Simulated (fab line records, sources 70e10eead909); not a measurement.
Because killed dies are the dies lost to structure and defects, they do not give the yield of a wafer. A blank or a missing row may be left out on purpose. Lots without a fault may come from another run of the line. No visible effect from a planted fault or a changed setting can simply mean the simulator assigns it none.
Chamber matching -- flow nand-harc -- rie-diel-01 running NHARC_P_M2_DESCUM_14: 4 sister chambers
The step chemistry O2, time 3 s. 4 wafers are shown with their chamber, then 8 later ones without.

WAFERS WITH THEIR CHAMBER
wafer,chamber,oes-product-au (a.u.)
L080.5,1,1.018
L086.5,0,1.006
L086.6,2,0.989
L088.2,3,0.998

WAFERS WITH NO CHAMBER GIVEN
wafer,oes-product-au (a.u.)
L088.3,1.001
L088.4,0.989
L090.4,0.992
L090.5,0.997
L090.6,0.994
L092.1,0.993
L092.4,1.001
L092.5,0.992

THE CHAMBER EACH PASSED THROUGH
wafer,from the rows above,in truth
L088.3,can't be placed: 3 or 0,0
L088.4,2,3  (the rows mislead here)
L090.4,can't be placed: 2 or 3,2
L090.5,3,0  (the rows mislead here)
L090.6,can't be placed: 3 or 2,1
L092.1,can't be placed: 2 or 3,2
L092.4,can't be placed: 3 or 0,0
L092.5,can't be placed: 2 or 3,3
Correctly placed: 0 of 8. Unplaceable from these rows: 6, with the true chamber sitting among the candidates in 5. Placed wrongly: 2.
How it was worked out, from the rows above alone: a wafer's distance from a chamber is the root of the sum, over the readings, of the square of ((its reading less the chamber's mean) divided by the reading's scatter). If the next closest chamber is less than 2 further off than the closest, the wafer can't be placed; otherwise it belongs to the closest. For every chamber, the mean is computed from those of its wafers that are shown. The scatter: with one shown wafer a chamber, the root of the mean of the squares of how far each hidden wafer lies from its nearest shown one.
